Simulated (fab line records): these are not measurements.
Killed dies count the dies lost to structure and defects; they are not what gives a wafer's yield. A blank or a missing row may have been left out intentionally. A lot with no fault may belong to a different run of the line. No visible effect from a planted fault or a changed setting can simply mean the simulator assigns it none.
Matching of chambers    flow n5 finfet    cvd co-01 running N5_BEOL_M4_PRE_CLEAN_60: 3 sister chambers
The step time 15 s. 3 wafers are shown with their chamber, then 12 later ones without.

== WAFERS PAIRED WITH THEIR CHAMBERS ==
wafer   chamber  heater power outer w (W)
L086.3  1        14
L090.3  0        18
L090.5  2        26

== WAFERS MISSING THEIR CHAMBER ==
wafer   heater power outer w (W)
L091.3  15
L091.5  18
L091.6  26
L095.1  26
L095.3  18
L095.6  18
L094.3  14
L094.5  15
L094.6  18
L096.1  19
L096.4  15
L096.5  27

== THE CHAMBER EACH PASSED THROUGH ==
wafer   from the rows above  in truth
L091.3  1                    1
L091.5  0                    0
L091.6  2                    2
L095.1  2                    2
L095.3  0                    0
L095.6  0                    0
L094.3  1                    1
L094.5  1                    1
L094.6  0                    0
L096.1  0                    0
L096.4  1                    1
L096.5  2                    2
12 of 12 placed correctly. Not placeable from these rows: 0. Placed wrongly: 0.
How it was worked out, from the rows above alone: a wafer's distance from a chamber is the root of the sum, over the readings, of the square of ((its reading less the chamber's mean) divided by the reading's scatter). The wafer belongs to the nearest chamber; if the next one is less than 2 further off, it can't be placed. The mean given for a chamber averages the wafers shown for that chamber. The scatter (one wafer shown for each chamber): square how far every hidden wafer sits from the nearest shown wafer, average those squares and take the square root.
